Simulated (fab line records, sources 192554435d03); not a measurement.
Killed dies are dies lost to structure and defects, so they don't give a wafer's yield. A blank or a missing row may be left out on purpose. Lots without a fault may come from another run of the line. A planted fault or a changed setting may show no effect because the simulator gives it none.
fab line records | flow n5_finfet
record lots=11 wafers=33 last_day=18
route steps=1938 shown BEOL_M6@1254 BEOL_M7@1276 PASSIVATION@1936
lots that met no fault: from a run of the same line without faults
start_h: hours from the record's first day to the start of the lot's first wafer shown | wait_h: hours since the lot's step before | " the same as in the row above | L1.1+2: a row that stands for several wafers | - no value, or no start given | * or withheld: withheld | < > ~ a bound
route shown NAME@n: a module of which the file shows steps, and the number in the route of the first | usual: mean/standard deviation of fault-free wafers | same: alike in all rows | chamber/n: place in a boat | sites: the reading at each site | _std_site: their standard deviation | _edge_site: outer sites' mean less inner sites' | radius_mm: how far each site lies from the wafer's centre | mask NAME#n: copy n | behind: the tool/chamber that last shaped the wafer | hold: why the lot was held/for how many hours/how that ended | device: the transistor (n, p or np) that didn't switch | end of line: the same wafers' tests at the end of the route | a step without rows: its recipe alone | killed: dies lost to structure and defects at the first sort, not the wafer's yield | map: a wafer's dies, x killed, . not, _ none there
set.NAME: the setting as run; set.NAME@STEP: as run at that earlier step | model.NAME: the simulator's own value behind a step, which no gauge read
steps of the route over a sample of lots; a table a step, a row a wafer
services: from which hour (start_h, from the record's first day; less than 0 if before it) a tool's chamber was out of use, for how many hours, and why
## steps
# step N5_BEOL_M6_SPUTTER_48
# recipe material=Cu target_thk_a=100 temp_c=-20 bias_v=60 power_w=26000 chamber_pressure_pa=0.13 time_s=1.667
# usual throttle_valve_pct=29.9/1
# columns lot.wafer tool chamber start_h wait_h throttle_valve_pct
L222.2 pvd_sputter-01 - 191.74 0.1 31.2
L222.3 " - " " 30.3
L222.5 " - " " 31.0
L223.1 pvd_sputter-02 - 197.18 0.1 28.7
L223.5 " - " " 28.8
L223.6 " - " " 29.4
L224.1 pvd_sputter-03 - 201.20 0.4 32.1
L224.3 " - " " 29.5
L224.5 " - " " 30.2
L233.2 pvd_sputter-03 - 260.79 0.2 30.0
L233.3 " - " " 31.9
L233.5 " - " " 29.2
L234.1 pvd_sputter-03 - 268.30 0.2 30.2
L234.5 " - " " 29.1
L234.6 " - " " 29.2
L237.1 pvd_sputter-03 - 290.58 0.1 29.3
L237.2 " - " " 29.2
L237.5 " - " " 30.3
L238.1 pvd_sputter-02 - 295.80 0.2 28.9
L238.3 " - " " 29.3
L238.4 " - " " 29.3
L242.2 pvd_sputter-02 - 323.97 0.6 28.7
L242.4 " - " " 29.4
L242.5 " - " " 29.7
L241.1 pvd_sputter-03 - 338.24 0.3 29.9
L241.4 " - " " 32.1
L241.5 " - " " 30.2
L244.2 pvd_sputter-01 - 342.13 0.2 30.9
L244.3 " - " " 30.8
L244.6 " - " " 30.0
L245.1 pvd_sputter-01 - 363.74 0.3 30.7
L245.5 " - " " 30.6
L245.6 " - " " 31.6
# step N5_BEOL_M7_CD_MEAS_11
# recipe target_cd_nm=38.5 landing_energy_ev=500 detector=se_inlens polarity=opening
# usual cd_nm=38.3/0.49
# columns lot.wafer tool chamber start_h wait_h cd_nm
L222.2 cd_sem-01 0 196.64 - 37.9
L222.3 " 0 " " 39.0
L222.5 " 0 " " 38.2
L223.1 cd_sem-03 0 200.72 - 38.4
L223.5 " 0 " " 38.8
L223.6 " 0 " " 38.4
L224.1 cd_sem-02 0 203.77 - 37.5
L224.3 " 0 " " 38.4
L224.5 " 0 " " 38.0
L233.2 cd_sem-03 0 266.80 - 37.8
L233.3 " 0 " " 38.2
L233.5 " 0 " " 38.3
L234.1 cd_sem-01 0 272.44 - 37.9
L234.5 " 0 " " 38.0
L234.6 " 0 " " 38.0
L237.1 cd_sem-01 0 294.90 - 39.4
L237.2 " 0 " " 38.4
L237.5 " 0 " " 39.1
L238.1 cd_sem-03 0 298.80 - 37.6
L238.3 " 0 " " 37.3
L238.4 " 0 " " 37.8
L242.2 cd_sem-02 0 326.44 - 39.3
L242.4 " 0 " " 38.5
L242.5 " 0 " " 38.5
L241.1 cd_sem-02 0 342.20 - 38.3
L241.4 " 0 " " 39.1
L241.5 " 0 " " 38.0
L244.2 cd_sem-02 0 346.31 - 38.4
L244.3 " 0 " " 38.1
L244.6 " 0 " " 37.4
L245.1 cd_sem-03 0 366.77 - 38.3
L245.5 " 0 " " 38.7
L245.6 " 0 " " 38.1
# step N5_BEOL_M7_HM_OPEN_17
# recipe chemistry=Cl2/BCl3 target_depth_a=200 overetch_a=60 target=TiN mask_material=SOC ion_energy_ev=150 pressure_mtorr=10 icp_w=1000 bias_w=126 Cl2_flow_sccm=53.25 bcl3_flow_sccm=21.75 Ar_flow_sccm=25
# usual chamber_pressure_mTorr=10.000/0.0092 drypump_motor_current_A=5.7/0.36 oes_product_au=0.67/0.089 throttle_valve_pct=22.13/0.18
# columns lot.wafer tool chamber start_h wait_h chamber_pressure_mTorr drypump_motor_current_A oes_product_au rf_hours_counter_h throttle_valve_pct
L222.2 rie_metal-02 0 197.02 0.0 10.005 5.8 0.59 81 21.98
L222.3 " 0 " " 10.015 5.8 0.59 - 21.97
L222.5 " 1 " " 10.004 5.3 0.71 - 22.36
L223.1 rie_metal-02 0 201.78 0.0 9.996 5.8 0.58 82 21.98
L223.5 " 0 " " 10.007 5.8 0.59 - 21.97
L223.6 " 1 " " 9.996 5.2 0.71 - 22.37
L224.1 rie_metal-03 1 204.14 0.0 9.987 5.7 0.80 5 22.24
L224.3 " 1 " " 9.989 5.7 0.80 - 22.24
L224.5 " 1 " " 9.996 5.7 0.80 - 22.23
L233.2 rie_metal-02 1 267.17 0.0 10.002 5.3 0.70 23 22.37
L233.3 " 0 " " 10.007 5.8 0.58 - 22.00
L233.5 " 0 " " 9.985 5.8 0.58 - 21.98
L234.1 rie_metal-02 1 273.18 0.0 10.000 5.2 0.69 24 22.37
L234.5 " 0 " " 9.982 5.8 0.58 - 21.98
L234.6 " 1 " " 10.001 5.3 0.69 - 22.39
L237.1 rie_metal-03 1 295.37 0.0 9.987 5.7 0.74 15 22.27
L237.2 " 1 " " 10.006 5.7 0.75 - 22.26
L237.5 " 1 " " 10.000 5.7 0.74 - 22.29
L238.1 rie_metal-03 1 299.16 0.0 10.005 5.8 0.75 15 22.28
L238.3 " 0 " " 9.997 6.2 0.64 - 22.27
L238.4 " 1 " " 10.006 5.7 0.75 - 22.26
L242.2 rie_metal-02 0 326.84 0.1 9.997 5.8 0.57 - 22.01
L242.4 " 0 " " 9.996 5.8 0.58 - 21.99
L242.5 " 0 " " 10.001 5.8 0.57 - 22.00
L241.1 rie_metal-01 0 342.57 0.0 10.008 5.4 0.75 11 21.88
L241.4 " 0 " " 10.004 5.3 0.76 - 21.89
L241.5 " 0 " " 9.995 5.3 0.74 - 21.89
L244.2 rie_metal-03 0 347.21 0.0 10.013 6.2 0.64 51 22.29
L244.3 " 0 " " 10.008 6.2 0.64 - 22.29
L244.6 " 0 " " 10.002 6.2 0.63 - 22.29
L245.1 rie_metal-03 0 367.17 0.0 10.001 6.1 0.63 53 22.29
L245.5 " 0 " " 9.999 6.1 0.64 - 22.29
L245.6 " 1 " " 10.003 5.7 0.74 - 22.27
# step N5_BEOL_M7_COAT_63
# recipe resist=SOC temp_c=250 time_s=60 spin_rpm=1500 resist_thk_nm=60
# usual heater_power_total_W=500.7/1.8 plate_temp_C=249.96/0.15
# columns lot.wafer tool chamber start_h wait_h heater_power_total_W plate_temp_C
L222.2 litho_track-02 0 198.80 1.6 501.4 250.18
L222.3 " 0 " " 500.6 250.38
L222.5 " 0 " " 503.4 250.27
L223.1 litho_track-02 0 202.05 0.0 499.9 249.87
L223.5 " 0 " " 497.9 249.87
L223.6 " 0 " " 502.7 249.74
L224.1 litho_track-04 0 205.77 1.4 499.9 249.77
L224.3 " 0 " " 499.2 249.72
L224.5 " 0 " " 501.8 249.78
L233.2 litho_track-04 0 267.44 0.1 481.3 241.04
L233.3 " 0 " " 479.9 241.56
L233.5 " 0 " " 478.6 241.44
L234.1 litho_track-04 0 275.02 1.7 480.3 241.19
L234.5 " 0 " " 481.2 241.44
L234.6 " 0 " " 477.7 241.41
L237.1 litho_track-02 0 295.67 0.0 499.3 250.11
L237.2 " 0 " " 503.3 249.84
L237.5 " 0 " " 502.8 249.91
L238.1 litho_track-01 0 299.77 0.3 501.9 249.91
L238.3 " 0 " " 500.8 249.95
L238.4 " 0 " " 499.6 249.83
L242.2 litho_track-02 0 328.44 1.4 502.8 249.71
L242.4 " 0 " " 502.0 249.81
L242.5 " 0 " " 498.3 249.99
L241.1 litho_track-02 0 344.81 2.0 501.5 250.10
L241.4 " 0 " " 502.0 250.00
L241.5 " 0 " " 502.4 250.13
L244.2 litho_track-04 0 348.64 1.2 497.5 249.93
L244.3 " 0 " " 502.9 249.78
L244.6 " 0 " " 499.7 249.92
L245.1 litho_track-01 0 368.62 1.3 498.4 249.85
L245.5 " 0 " " 503.0 249.82
L245.6 " 0 " " 499.3 249.94
# step N5_PASSIVATION_PROBE_49
# usual defect_limited_yield=91.4/1.3 killed_at_M0_to_M3=34/10 killed_at_M4_up=14/5.6 killed_at_contacts=13/5.9 killed_at_front_end=37/9.9 killed_at_other=3.5/2.8 killed_dies=101/15 killed_open=67/12 killed_short=32/6.6 sort_bin_4_leakage=0.00/0.014 sort_bin_5_function=5.0/0.81 sort_bin_6_memory=3.2/0.66 sort_bin_8_speed=0.00/0.007 sort_n_pass=1079/15 sort_yield_pct=91.4/1.3
# same gross_dies=1180 killed_at_back_side=0
# columns lot.wafer tool chamber start_h wait_h defect_limited_yield[%] killed_at_M0_to_M3 killed_at_M4_up killed_at_contacts killed_at_front_end killed_at_other killed_dies killed_open killed_short sort_bin_4_leakage[%] sort_bin_5_function[%] sort_bin_6_memory[%] sort_bin_8_speed[%] sort_n_pass sort_yield_pct[%]
L233.3 prober-01 - 342.38 0.1 92.6 17 10 16 36 8 87 52 30 0 3.6 2.7 0 1093 92.6
# killed by level:class
L233.3 MOL_CONTACT_COAG:geometric_particle:open=14 FIN_SAQP:geometric_particle:short=8 FIN_SAQP:geometric_particle:open=7 BEOL_M4:geometric_particle:open=6 STI_FIN_REVEAL:geometric_particle:open=5 HKMG_FIN:area_etch=5 BEOL_M0_SAQP:geometric_particle:short=4 BEOL_M2:geometric_particle:open=4
## services
# columns tool chamber start_h hours kind
litho_track-02 - 180.38 - consumable_replace:filter
rie_metal-03 0 196.03 8.7 repair
pvd_sputter-02 - 207.32 1.6 repair
rie_metal-01 0 211.92 - clean
rie_metal-01 0 211.92 22.0 scheduled_down
rie_metal-01 0 211.92 22.0 vent_cycle
rie_metal-03 0 260.76 36.1 repair
rie_metal-02 1 294.58 2.0 repair
rie_metal-02 - 299.12 14.6 pm
litho_track-02 - 319.96 - consumable_replace:filter
rie_metal-02 1 325.37 6.3 repair
rie_metal-01 1 335.15 - clean
rie_metal-01 1 335.15 18.5 scheduled_down
rie_metal-01 1 335.15 18.5 vent_cycle
rie_metal-01 - 365.07 14.6 pm
## key
first_sign step=N5_BEOL_M7_COAT_63 reading=plate_temp_C direction=down sigmas=57 usual=* struck=*
effect step=N5_BEOL_M7_COAT_63 reading=heater_power_total_W direction=down sigmas=12 usual=* struck=*
met_at N5_BEOL_M7_COAT_63
struck_lots L233,L234
not_acting_at N5_BEOL_M6_SPUTTER_48,N5_BEOL_M7_CD_MEAS_11,N5_BEOL_M7_HM_OPEN_17
onset_between 205.77 267.44
fault kind=process_parameter_drift tool=litho_track-04 chamber=- onset_h=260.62 steps=N5_BEOL_M7_COAT_63 channel=temp_c offset=* shape=step end_h=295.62 acts_in=* stated=*
